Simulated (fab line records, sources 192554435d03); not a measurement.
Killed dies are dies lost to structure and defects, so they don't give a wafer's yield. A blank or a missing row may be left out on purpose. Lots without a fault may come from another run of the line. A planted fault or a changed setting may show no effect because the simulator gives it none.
Chamber matching | flow n5_finfet | N5_FIN_SAQP_PECVD_47 on pecvd-02: 3 sister chambers
The step deposits a-Si from SiH4/He, target thk 45 nm, time 36.3 s. 22 wafers are shown with their chamber, then 11 later ones without.

WAFERS WITH THEIR CHAMBER
wafer  | chamber | showerhead_plenum_p_Torr (Torr) | throttle_valve_pct (%) | heater_power_w (W)
L074.1 | 2       | 5.73                            | 17.4                   | 922
L074.4 | 2       | 5.74                            | 17.7                   | 908
L074.6 | 1       | 5.77                            | 20.0                   | 867
L076.3 | 1       | 5.74                            | 19.6                   | 865
L076.4 | 0       | 5.56                            | 18.2                   | 847
L076.6 | 0       | 5.56                            | 18.1                   | 839
L077.4 | 1       | 5.76                            | 19.7                   | 769
L077.5 | 0       | 5.58                            | 18.1                   | 861
L077.6 | 2       | 5.73                            | 17.6                   | 805
L079.1 | 2       | 5.73                            | 17.5                   | 890
L079.4 | 0       | 5.56                            | 18.2                   | 820
L079.6 | 1       | 5.75                            | 19.9                   | 817
L081.1 | 2       | 5.73                            | 17.6                   | 915
L081.2 | 0       | 5.56                            | 18.2                   | 771
L081.6 | 2       | 5.73                            | 17.6                   | 945
L083.2 | 0       | 5.57                            | 18.1                   | 769
L083.3 | 1       | 5.75                            | 19.8                   | 878
L083.6 | 0       | 5.56                            | 18.3                   | 800
L085.1 | 2       | 5.73                            | 17.8                   | 880
L085.4 | 2       | 5.72                            | 17.6                   | 890
L085.6 | 1       | 5.74                            | 19.7                   | 850
L091.2 | 0       | 5.56                            | 18.2                   | 858

SIGNATURES (means of the wafers above)
reading                  | chamber 0 | chamber 1 | chamber 2 | scatter within a chamber
showerhead_plenum_p_Torr | 5.5637    | 5.7517    | 5.7300    | 0.00818
throttle_valve_pct       | 18.175    | 19.783    | 17.600    | 0.113
heater_power_w           | 820.62    | 841.00    | 894.38    | 39.9
Rule: a wafer's distance from a chamber is the root of the sum, over the readings, of the square of ((its reading less the chamber's mean) divided by the reading's scatter). The wafer belongs to the nearest chamber; if the next one is less than 2 further off, it can't be placed. The scatter: the root of (the sum of the squares of (reading less its chamber's mean) over the shown wafers, divided by (wafers less chambers)).

WAFERS WITHOUT THEIR CHAMBER
wafer  | showerhead_plenum_p_Torr (Torr) | throttle_valve_pct (%) | heater_power_w (W)
L091.5 | 5.56                            | 18.1                   | 880
L091.6 | 5.73                            | 17.4                   | 878
L092.1 | 5.75                            | 19.8                   | 907
L092.2 | 5.74                            | 17.6                   | 899
L092.4 | 5.74                            | 17.4                   | 921
L095.2 | 5.75                            | 19.6                   | 864
L095.5 | 5.55                            | 18.1                   | 744
L095.6 | 5.74                            | 20.0                   | 842
L097.1 | 5.72                            | 17.7                   | 853
L097.5 | 5.74                            | 17.7                   | 832
L097.6 | 5.56                            | 18.1                   | 859

WHICH CHAMBER EACH WENT THROUGH
wafer  | from the rows above | in truth
L091.5 | 0                   | 0
L091.6 | 2                   | 2
L092.1 | 1                   | 1
L092.2 | 2                   | 2
L092.4 | 2                   | 2
L095.2 | 1                   | 1
L095.5 | 0                   | 0
L095.6 | 1                   | 1
L097.1 | 2                   | 2
L097.5 | 2                   | 2
L097.6 | 0                   | 0
Placed correctly: 11 of 11. Can't be placed from these rows: 0. Placed wrongly: 0.
